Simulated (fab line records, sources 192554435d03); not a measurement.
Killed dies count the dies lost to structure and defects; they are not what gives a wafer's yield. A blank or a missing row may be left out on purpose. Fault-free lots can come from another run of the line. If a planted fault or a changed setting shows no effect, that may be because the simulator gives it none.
Matching of chambers || flow n5_finfet || rie_si-02 running N5_FIN_SAQP_ETCH_65: 4 sister chambers
The step etches SiO2 in CF4, target depth 4 nm, time 4.4 s. 4 wafers are shown with their chamber, then 6 later ones without.

## WAFERS PAIRED WITH THEIR CHAMBERS
{"wafer": "L994.5", "chamber": 0, "drypump_motor_current_A (A)": 6.2}
{"wafer": "L996.1", "chamber": 1, "drypump_motor_current_A (A)": 5.6}
{"wafer": "L996.2", "chamber": 3, "drypump_motor_current_A (A)": 6.8}
{"wafer": "L996.5", "chamber": 2, "drypump_motor_current_A (A)": 6.2}

## WAFERS WITH NO CHAMBER GIVEN
{"wafer": "L998.1", "drypump_motor_current_A (A)": 5.5}
{"wafer": "L998.2", "drypump_motor_current_A (A)": 6.1}
{"wafer": "L998.3", "drypump_motor_current_A (A)": 6.2}
{"wafer": "L102.1", "drypump_motor_current_A (A)": 5.5}
{"wafer": "L102.2", "drypump_motor_current_A (A)": 6.8}
{"wafer": "L102.5", "drypump_motor_current_A (A)": 5.5}

## CHAMBER TAKEN BY EACH
{"wafer": "L998.1", "from the rows above": 1, "in truth": 1}
{"wafer": "L998.2", "from the rows above": "can't be placed: 0 or 2", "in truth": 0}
{"wafer": "L998.3", "from the rows above": "can't be placed: 0 or 2", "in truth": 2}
{"wafer": "L102.1", "from the rows above": 1, "in truth": 1}
{"wafer": "L102.2", "from the rows above": 3, "in truth": 3}
{"wafer": "L102.5", "from the rows above": 1, "in truth": 1}
Placed correctly: 4 of 6. From these rows, 2 cannot be placed; in 2 the true chamber is one of the candidates. 0 placed wrongly.
How it was worked out, from the rows above alone: a wafer's distance from a chamber is the root of the sum, over the readings, of the square of ((its reading less the chamber's mean) divided by the reading's scatter). The wafer belongs to the nearest chamber; if the next one is less than 2 further off, it can't be placed. A chamber's mean is the mean of its shown wafers. The scatter (one wafer shown for each chamber): square how far every hidden wafer sits from the nearest shown wafer, average those squares and take the square root.
